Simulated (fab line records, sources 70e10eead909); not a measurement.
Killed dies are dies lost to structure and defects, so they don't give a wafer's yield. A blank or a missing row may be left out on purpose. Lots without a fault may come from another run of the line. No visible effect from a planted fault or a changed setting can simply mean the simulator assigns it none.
fab line records    flow nand_harc
record: lots: 7  wafers: 21  last_day: 24
route steps=1159 shown A_WL_FILL@839 A_CONTACT@840 END@1159
lots with no fault: from the same line, run without faults
start_h: hours from the record's first day to the start of the lot's first wafer shown    wait_h: how many hours have passed since the lot's step before this one    " the same as in the row above    L1.1+2: several wafers, shown together as one row    - no value, or no start given    * or withheld: withheld    < > ~ a bound
route shown NAME@n: a module of which the file shows steps, and the number in the route of the first    usual: mean/standard deviation of fault-free wafers    same: alike in all rows    chamber/n: place in a boat    sites: each site's reading    _std_site: standard deviation of those values    _edge_site: the outer-site mean with the inner-site mean subtracted    radius_mm: how far each site lies from the wafer's centre    mask NAME#n: copy n    behind: tool/chamber where the wafer was last shaped    hold: cause of the lot's hold/its duration in hours/its outcome    device: the n, p or np transistor that did not switch    end of line: the same wafers' tests at the end of the route    for a step that has no rows: nothing shown but its recipe    killed: dies lost to structure and defects at the first sort, not the wafer's yield    map: shows each die of a wafer: x if killed, . if not, _ if none is there
set.NAME: the run value of the setting; set.NAME@STEP: its run value at that earlier step    model.NAME: the simulator's own value behind a step, which no gauge read
a table for each step, a row for each wafer; lots at some steps of the route
services: when a tool's chamber went out of use (start_h, in hours from the record's first day, below 0 if earlier), for how many hours, and the reason
== steps ==
step: NHARC_A_WL_FILL_INSPECT_15
usual: raw_defect_count: 376/120
lot.wafer  tool               chamber  start_h  wait_h  raw_defect_count
L664.1     defect_inspect-02  -        374.90   0.0     299
L664.3     "                  -        "        "       202
L664.4     "                  -        "        "       296
L671.1     defect_inspect-01  -        423.39   0.0     359
L671.3     "                  -        "        "       299
L671.4     "                  -        "        "       401
L678.2     defect_inspect-02  -        461.54   0.0     333
L678.3     "                  -        "        "       322
L678.5     "                  -        "        "       246
L679.2     defect_inspect-02  -        462.19   0.0     350
L679.4     "                  -        "        "       254
L679.5     "                  -        "        "       191
L680.1     defect_inspect-02  -        471.48   0.0     367
L680.2     "                  -        "        "       368
L680.3     "                  -        "        "       379
L681.1     defect_inspect-02  -        471.85   0.0     256
L681.3     "                  -        "        "       276
L681.4     "                  -        "        "       298
L685.1     defect_inspect-01  -        492.69   0.0     464
L685.2     "                  -        "        "       328
L685.3     "                  -        "        "       714
step: NHARC_A_CONTACT_DEP_24
recipe: target_thk_a: 5000  temp_c: 400  pressure_torr: 6.5  rf_w: 900  teos_flow_sccm: 161.4  flow_sccm: 2650  target_thk_nm: 500  gas: O2  material: SiO2
usual: heater_power_outer_w: 285/68  heater_power_w: 563/83  throttle_valve_pct: 15.8/0.45
lot.wafer  tool      chamber  start_h  wait_h  heater_power_outer_w  heater_power_w  throttle_valve_pct
L664.1     pecvd-01  0        374.97   0.1     402                   616             16.1
L664.3     "         2        "        "       350                   588             15.8
L664.4     "         2        "        "       376                   591             15.7
L671.1     pecvd-04  2        423.45   0.1     331                   680             15.0
L671.3     "         0        "        "       252                   497             15.3
L671.4     "         0        "        "       259                   517             15.7
L678.3     pecvd-01  2        461.61   0.1     322                   528             15.5
L678.2     "         1        "        "       335                   641             16.3
L678.5     "         2        "        "       338                   540             15.8
L679.2     pecvd-03  1        462.32   0.1     269                   535             16.0
L679.5     "         0        "        "       249                   579             15.7
L679.4     "         1        "        "       164                   405             16.0
L680.2     pecvd-03  2        471.57   0.1     236                   527             15.9
L680.3     "         0        "        "       276                   583             15.7
L680.1     "         1        "        "       241                   499             15.9
L681.1     pecvd-04  1        471.91   0.1     356                   588             17.1
L681.3     "         2        "        "       427                   765             15.5
L681.4     "         2        "        "       294                   607             15.2
L685.2     pecvd-03  0        492.76   0.1     252                   553             14.9
L685.1     "         1        "        "       271                   528             15.9
L685.3     "         2        "        "       281                   589             15.8
step: NHARC_A_CONTACT_DEP_28
recipe: target_thk_a: 36000  temp_c: 400  material: aC
usual: throttle_valve_pct: 34.999/0.0082
lot.wafer  tool        chamber  start_h  wait_h  throttle_valve_pct
L664.1     acl_dep-02  0        376.81   1.3     34.993
L664.3     "           0        "        "       35.004
L664.4     "           0        "        "       35.002
L671.1     acl_dep-02  0        424.06   0.1     35.011
L671.3     "           0        "        "       34.982
L671.4     "           0        "        "       34.997
L678.2     acl_dep-02  0        466.06   3.9     34.984
L678.3     "           0        "        "       35.008
L678.5     "           0        "        "       35.013
L679.2     acl_dep-03  0        466.25   3.4     35.003
L679.4     "           0        "        "       35.002
L679.5     "           0        "        "       35.001
L680.1     acl_dep-01  0        472.17   0.1     35.001
L680.2     "           0        "        "       34.997
L680.3     "           0        "        "       35.002
L681.1     acl_dep-02  0        472.53   0.1     34.994
L681.3     "           0        "        "       34.991
L681.4     "           0        "        "       34.992
L685.1     acl_dep-03  0        493.36   0.1     35.010
L685.2     "           0        "        "       34.994
L685.3     "           0        "        "       35.014
step: NHARC_A_CONTACT_DEP_29
recipe: target_thk_a: 700  target_thk_nm: 70  temp_c: 400  pressure_torr: 3.5  flow_sccm: 200  rf_w: 350  material: SiON
usual: heater_power_outer_w: 427/64  heater_power_w: 748/81
lot.wafer  tool      chamber  start_h  wait_h  heater_power_outer_w  heater_power_w
L664.3     pecvd-01  2        379.04   1.1     492                   777
L664.1     "         0        "        "       463                   730
L664.4     "         2        "        "       502                   780
L671.3     pecvd-03  0        426.43   1.3     410                   752
L671.1     "         1        "        "       331                   607
L671.4     "         0        "        "       407                   773
L678.3     pecvd-03  1        468.00   1.2     323                   620
L678.2     "         2        "        "       436                   780
L678.5     "         2        "        "       455                   810
L679.2     pecvd-03  0        468.21   1.6     389                   734
L679.4     "         1        "        "       352                   618
L679.5     "         2        "        "       402                   730
L680.1     pecvd-04  1        474.35   1.8     504                   798
L680.3     "         2        "        "       517                   883
L680.2     "         0        "        "       435                   728
L681.1     pecvd-04  0        474.77   1.9     377                   673
L681.3     "         1        "        "       498                   748
L681.4     "         2        "        "       546                   959
L685.2     pecvd-03  1        495.58   1.5     377                   682
L685.3     "         2        "        "       424                   775
L685.1     "         0        "        "       437                   787
step: NHARC_A_CONTACT_DEHYDRATE_32
recipe: temp_c: 150  time_s: 120
step: NHARC_A_CONTACT_HMDS_33
recipe: time_s: 30
step: NHARC_A_CONTACT_COAT_34
recipe: temp_c: 260  time_s: 75
step: NHARC_A_CONTACT_COAT_35
recipe: temp_c: 225  time_s: 65
step: NHARC_A_CONTACT_COAT_36
recipe: spin_rpm: 1500  resist_thk_nm: 90
step: NHARC_A_CONTACT_SOFTBAKE_37
recipe: temp_c: 105  time_s: 55
step: NHARC_A_CONTACT_EBR_38
step: NHARC_A_CONTACT_EXPOSE_39
recipe: na: 1.35  sigma_outer: 0.8  dose_mj: 58.79  mask_id: A_CC_3
usual: exposure_dose_mJ_cm2: 58.78/0.056
lot.wafer  tool             chamber  start_h  wait_h  mask      exposure_dose_mJ_cm2
L664.1     arfi_scanner-03  0        379.62   -       A_CC_3#0  58.77
L664.3     "                0        "        "       A_CC_3#0  58.88
L664.4     "                0        "        "       A_CC_3#0  58.84
L671.1     arfi_scanner-03  0        426.98   -       A_CC_3#0  58.73
L671.3     "                0        "        "       A_CC_3#0  58.78
L671.4     "                0        "        "       A_CC_3#0  58.79
L678.2     arfi_scanner-01  0        468.44   -       A_CC_3#0  58.73
L678.3     "                0        "        "       A_CC_3#0  58.78
L678.5     "                0        "        "       A_CC_3#0  58.81
L679.2     arfi_scanner-03  0        468.76   -       A_CC_3#0  72.23
L679.4     "                0        "        "       A_CC_3#0  72.21
L679.5     "                0        "        "       A_CC_3#0  72.25
L680.1     arfi_scanner-03  0        474.80   -       A_CC_3#0  69.57
L680.2     "                0        "        "       A_CC_3#0  69.58
L680.3     "                0        "        "       A_CC_3#0  69.59
L681.1     arfi_scanner-03  0        475.22   -       A_CC_3#0  67.29
L681.3     "                0        "        "       A_CC_3#0  67.36
L681.4     "                0        "        "       A_CC_3#0  67.29
L685.1     arfi_scanner-02  0        496.16   -       A_CC_3#0  58.67
L685.2     "                0        "        "       A_CC_3#0  58.70
L685.3     "                0        "        "       A_CC_3#0  58.79
step: NHARC_A_CONTACT_PEB_40
recipe: peb_temp_c: 100  peb_time_s: 65
step: NHARC_A_CONTACT_DEVELOP_41
recipe: develop_time_s: 35  dev_temp_c: 23
step: NHARC_A_CONTACT_CD_MEAS_42
recipe: target_cd_nm: 200  landing_energy_ev: 500
usual: cd_nm: 199.7/0.49
lot.wafer  tool       chamber  start_h  wait_h  hold                      cd_nm
L664.1     cd_sem-01  0        379.76   -       -                         200.3
L664.3     "          0        "        "       -                         199.9
L664.4     "          0        "        "       -                         199.2
L671.1     cd_sem-03  0        427.12   -       -                         199.5
L671.3     "          0        "        "       -                         199.2
L671.4     "          0        "        "       -                         199.6
L678.2     cd_sem-03  0        468.57   -       -                         199.4
L678.3     "          0        "        "       -                         199.0
L678.5     "          0        "        "       -                         199.2
L679.2     cd_sem-02  0        468.90   -       await_dispo/0.2h/release  210.6
L679.4     "          0        "        "       await_dispo/0.2h/release  210.8
L679.5     "          0        "        "       await_dispo/0.2h/release  210.1
L679.2     cd_sem-02  0        -        -       -                         210.5
L679.4     "          0        "        "       -                         210.5
L679.5     "          0        "        "       -                         210.1
L680.1     cd_sem-03  0        474.94   -       await_dispo/0.2h/release  208.0
L680.2     "          0        "        "       await_dispo/0.2h/release  208.1
L680.3     "          0        "        "       await_dispo/0.2h/release  207.9
L680.1     cd_sem-03  0        -        -       -                         207.8
L680.2     "          0        "        "       -                         208.1
L680.3     "          0        "        "       -                         208.0
L681.1     cd_sem-03  0        475.36   -       await_dispo/0.2h/release  206.9
L681.3     "          0        "        "       await_dispo/0.2h/release  207.7
L681.4     "          0        "        "       await_dispo/0.2h/release  207.6
L681.1     cd_sem-03  0        -        -       -                         207.0
L681.3     "          0        "        "       -                         207.5
L681.4     "          0        "        "       -                         207.8
L685.1     cd_sem-02  0        496.30   -       -                         200.7
L685.2     "          0        "        "       -                         200.6
L685.3     "          0        "        "       -                         200.2
step: NHARC_A_CONTACT_OVL_MEAS_43
usual: overlay_x_nm: 0.0/1.2  overlay_y_nm: 0.1/0.82
lot.wafer  tool        chamber  start_h  wait_h  hold                      overlay_x_nm  overlay_y_nm
L664.1     overlay-02  -        379.85   -       -                         0.5           0.3
L664.3     "           -        "        "       -                         1.0           0.7
L664.4     "           -        "        "       -                         0.7           0.2
L671.1     overlay-01  -        427.22   -       -                         -0.6          1.1
L671.3     "           -        "        "       -                         -0.9          1.1
L671.4     "           -        "        "       -                         -0.5          1.2
L678.2     overlay-01  -        468.66   -       -                         1.0           0.5
L678.3     "           -        "        "       -                         1.1           0.7
L678.5     "           -        "        "       -                         1.2           0.6
L679.2     overlay-01  -        472.61   -       await_dispo/3.4h/release  -1.6          0.5
L679.4     "           -        "        "       await_dispo/3.4h/release  -1.6          0.7
L679.5     "           -        "        "       await_dispo/3.4h/release  -1.1          0.9
L680.1     overlay-02  -        476.89   -       await_dispo/1.7h/release  -2.1          0.9
L680.2     "           -        "        "       await_dispo/1.7h/release  -2.4          1.3
L680.3     "           -        "        "       await_dispo/1.7h/release  -2.0          0.9
L681.1     overlay-02  -        480.43   -       await_dispo/4.8h/release  0.1           0.7
L681.3     "           -        "        "       await_dispo/4.8h/release  0.1           1.2
L681.4     "           -        "        "       await_dispo/4.8h/release  0.1           1.0
L685.1     overlay-01  -        496.39   -       -                         0.4           0.8
L685.2     "           -        "        "       -                         0.9           0.0
L685.3     "           -        "        "       -                         0.5           0.7
step: NHARC_END_SORT_01
recipe: temp_c: 25
usual: killed_at_array: 29/11  killed_at_other: 0.5/0.8  killed_at_periphery: 3.5/2.8  killed_dies: 33/12  killed_open: 3.1/1.8  killed_short: 1.8/1.4
same: gross_dies: 677
lot.wafer  tool       chamber  start_h  wait_h  killed_at_array  killed_at_other  killed_at_periphery  killed_dies  killed_open  killed_short
L681.1     prober-01  0        570.80   2.5     27               1                3                    31           6            1
L681.3     prober-01  0        572.41   3.1     27               0                1                    28           5            0
L681.4     prober-01  0        573.22   3.4     18               1                4                    23           3            3
killed by level:class
L681.1 A_CHANNEL_HOLE_D1:chamber_film_flake=9 A_STAIRCASE:chamber_film_flake=6 A_CONTACT:chamber_film_flake=5 A_ONON_D1:geometric_particle:open=3 P_GATE:chamber_film_flake=3 A_WL_FILL:geometric_particle:open=1 A_CONTACT:geometric_particle:open=1 A_CONTACT:geometric_particle:short=1
L681.3 A_STAIRCASE:chamber_film_flake=10 A_CHANNEL_HOLE_D1:chamber_film_flake=7 A_ONON_D1:geometric_particle:open=3 A_CONTACT:chamber_film_flake=3 A_SGD_CUT:geometric_particle:open=1 A_CONTACT:geometric_particle:open=1 P_GATE:chamber_film_flake=1 A_ZERO_WELL:chamber_film_flake=1
L681.4 A_CHANNEL_HOLE_D1:chamber_film_flake=7 A_STAIRCASE:chamber_film_flake=5 A_CONTACT:chamber_film_flake=3 P_GATE:geometric_particle:open=1 P_M0:geometric_particle:open=1 P_M1:geometric_particle:short=1 A_SGD_CUT:geometric_particle:short=1 A_WL_FILL:geometric_particle:short=1
== services ==
tool             chamber  start_h  hours  kind
arfi_scanner-03  -        365.63   1.2    repair
pecvd-03         1        366.30   12.8   repair
pecvd-04         -        376.36   13.0   pm
arfi_scanner-01  -        379.60   4.0    pm
pecvd-01         2        381.36   6.8    repair
arfi_scanner-01  -        395.60   0.5    repair
acl_dep-03       -        405.21   13.0   pm
arfi_scanner-01  -        417.89   3.3    repair
pecvd-01         -        418.33   13.0   pm
arfi_scanner-02  -        428.00   4.0    pm
pecvd-04         1        432.72   5.4    repair
pecvd-03         1        436.33   12.3   repair
arfi_scanner-03  -        461.07   3.9    repair
pecvd-01         2        466.83   5.4    repair
pecvd-03         -        473.23   13.0   pm
pecvd-03         0        473.23   13.0   vent_cycle
pecvd-03         1        473.23   13.0   vent_cycle
pecvd-03         2        473.23   13.0   vent_cycle
arfi_scanner-03  -        476.68   1.8    repair
acl_dep-01       -        482.35   13.0   pm
arfi_scanner-03  -        484.00   4.0    pm
pecvd-03         0        486.23   -      clean
pecvd-03         1        486.23   -      clean
pecvd-03         2        486.23   -      clean
== key ==
first_sign: step: NHARC_A_CONTACT_EXPOSE_39  reading: exposure_dose_mJ_cm2  direction: up  sigmas: 99+  usual: 58.78  struck: 69.71
effect: step: NHARC_A_CONTACT_CD_MEAS_42  reading: visit  direction: added  through: control_loop
effect: step: NHARC_A_CONTACT_CD_MEAS_42  reading: cd_nm  direction: up  sigmas: 18  usual: 199.7  struck: 208.6  through: control_loop
met_at NHARC_A_CONTACT_EXPOSE_39
struck_wafers L679.2,L679.4,L679.5,L680.1,L680.2,L680.3,L681.1,L681.3,L681.4
tester_left_out L679,L680,L681
loop_trim: step: NHARC_A_CONTACT_EXPOSE_39  setting: dose  lots: L680,L681
onset_between 426.98 468.76
fault: kind: process_parameter_drift  tool: arfi_scanner-03  chamber: -  onset_h: 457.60  steps: NHARC_A_CONTACT_EXPOSE_39  channel: dose_mj  offset: 13.433  shape: step  acts_in: these_recipes_only  stated: 58.79
tester_left_out: of these lots the tester's yield and bins aren't shown, on N5 and GAA mostly nor the transistor test; their killed dies are dies lost to structure and defects alone, not to doping, threshold or leakage, so they don't give the yield
loop_trim: a control loop set the setting to another value than it would have without faults
